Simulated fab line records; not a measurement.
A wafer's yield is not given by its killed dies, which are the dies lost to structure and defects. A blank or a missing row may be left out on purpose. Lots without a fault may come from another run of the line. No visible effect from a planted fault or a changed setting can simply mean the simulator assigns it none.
The same fault as seen by 3 desks | flow n5_finfet | every desk sees just its own numbers, and what lay behind them comes last

## THE DEFECT DESK
Per lot, the means of the sampled wafers with a number show what the inspections along the route counted. Any lot whose mean is over 4 standard deviations away from the usual mean is out of limits and marked OUT; that distance is given in the brackets.
Columns: A = raw_defect_count at N5_MIM_BOT_LITHO_INSPECT_12, usual 2.0
lot  | first seen here | A
L641 | day 13 17:11    | 1.7
L647 | day 14 13:22    | 2.0
L646 | day 15 07:09    | 1.0
L654 | day 16 16:20    | 1.0
L656 | day 17 12:32    | 3.3
L658 | day 18 03:50    | 0.7
This desk's finding: nothing out of limits on any of the 6 lots.

## THE TOOL OWNER'S DESK: rie_metal-02
The tool's own readings at N5_MIM_BOT_ETCH_ETCH_00 (etches TiN in Cl2/BCl3, target depth 45.5 nm): means of the sampled wafers that have a number, for each lot that ran on this tool. Any lot whose mean is over 4 standard deviations away from the usual mean is out of limits and marked OUT; that distance is given in the brackets.
Columns: A = drypump_motor_current_A at N5_MIM_BOT_ETCH_ETCH_00, usual 5.7 A; B = oes_product_au at N5_MIM_BOT_ETCH_ETCH_00, usual 0.77 a.u.; C = throttle_valve_pct at N5_MIM_BOT_ETCH_ETCH_00, usual 22.09 %
lot  | first seen here | A   | B    | C
L647 | day 14 13:39    | 5.6 | 0.89 | 22.02
L646 | day 15 07:26    | 5.4 | 0.98 | 21.87
L654 | day 16 16:37    | 5.6 | 1.01 | 21.82
This desk's finding: nothing out of limits on any of the 3 lots.

## THE METROLOGY DESK
What the gauges read for every lot (on any tool): the sampled wafers with a number, averaged. Any lot whose mean is over 4 standard deviations away from the usual mean is out of limits and marked OUT; that distance is given in the brackets.
Columns: A = cd_nm at N5_MIM_BOT_LITHO_CD_MEAS_08, usual 3000.3 nm; B = MIM_BOT_OVL at N5_MIM_BOT_LITHO_OVL_MEAS_11, usual -2 nm
lot  | first seen here | A      | B
L641 | day 13 17:08    | 2998.2 | -4
L647 | day 14 13:19    | 3003.1 | -11
L646 | day 15 07:06    | 3000.0 | 1
L654 | day 16 16:17    | 2997.2 | -3
L656 | day 17 12:28    | 2998.4 | -8
L658 | day 18 03:47    | 2998.2 | -2
This desk's finding: nothing out of limits on any of the 6 lots.

## PUT TOGETHER
Nothing the defect desk looked at was out of limits.
Nothing out of limits was seen by the tool owner's desk.
Nothing out of limits was seen by the metrology desk.

## WHAT HAD BEEN PUT IN BY THE SIMULATOR
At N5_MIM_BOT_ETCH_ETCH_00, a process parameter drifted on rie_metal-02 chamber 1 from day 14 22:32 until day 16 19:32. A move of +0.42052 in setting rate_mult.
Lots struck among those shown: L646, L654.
